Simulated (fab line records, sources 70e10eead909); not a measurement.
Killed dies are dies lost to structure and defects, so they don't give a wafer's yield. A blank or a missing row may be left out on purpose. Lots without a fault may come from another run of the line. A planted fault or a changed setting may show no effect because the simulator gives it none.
Chamber matching | flow nand_harc | NHARC_A_M1_DEP_33 on pecvd-04: 3 sister chambers
The step deposits SiCN, target thk 30 nm. 3 wafers are shown with their chamber, then 8 later ones without.

WAFERS WITH THEIR CHAMBER
wafer  | chamber | heater_power_w (W)
L592.2 | 0       | 776
L592.5 | 2       | 569
L589.1 | 1       | 567

WAFERS WITHOUT THEIR CHAMBER
wafer  | heater_power_w (W)
L589.4 | 578
L589.6 | 652
L597.1 | 622
L597.3 | 775
L597.4 | 741
L600.2 | 575
L600.5 | 579
L600.6 | 576

WHICH CHAMBER EACH WENT THROUGH
wafer  | from the rows above          | in truth
L589.4 | can't be placed: 2 or 1      | 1
L589.6 | can't be placed: 2 or 1 or 0 | 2
L597.1 | can't be placed: 2 or 1      | 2
L597.3 | 0                            | 0
L597.4 | 0                            | 0
L600.2 | can't be placed: 2 or 1      | 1
L600.5 | can't be placed: 2 or 1      | 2
L600.6 | can't be placed: 2 or 1      | 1
Placed correctly: 2 of 8. Can't be placed from these rows: 6 (the true chamber is among the candidates in 6). Placed wrongly: 0.
How it was worked out, from the rows above alone: a wafer's distance from a chamber is the root of the sum, over the readings, of the square of ((its reading less the chamber's mean) divided by the reading's scatter). The wafer belongs to the nearest chamber; if the next one is less than 2 further off, it can't be placed. A chamber's mean is the mean of its shown wafers. The scatter: with one shown wafer a chamber, the root of the mean of the squares of how far each hidden wafer lies from its nearest shown one.
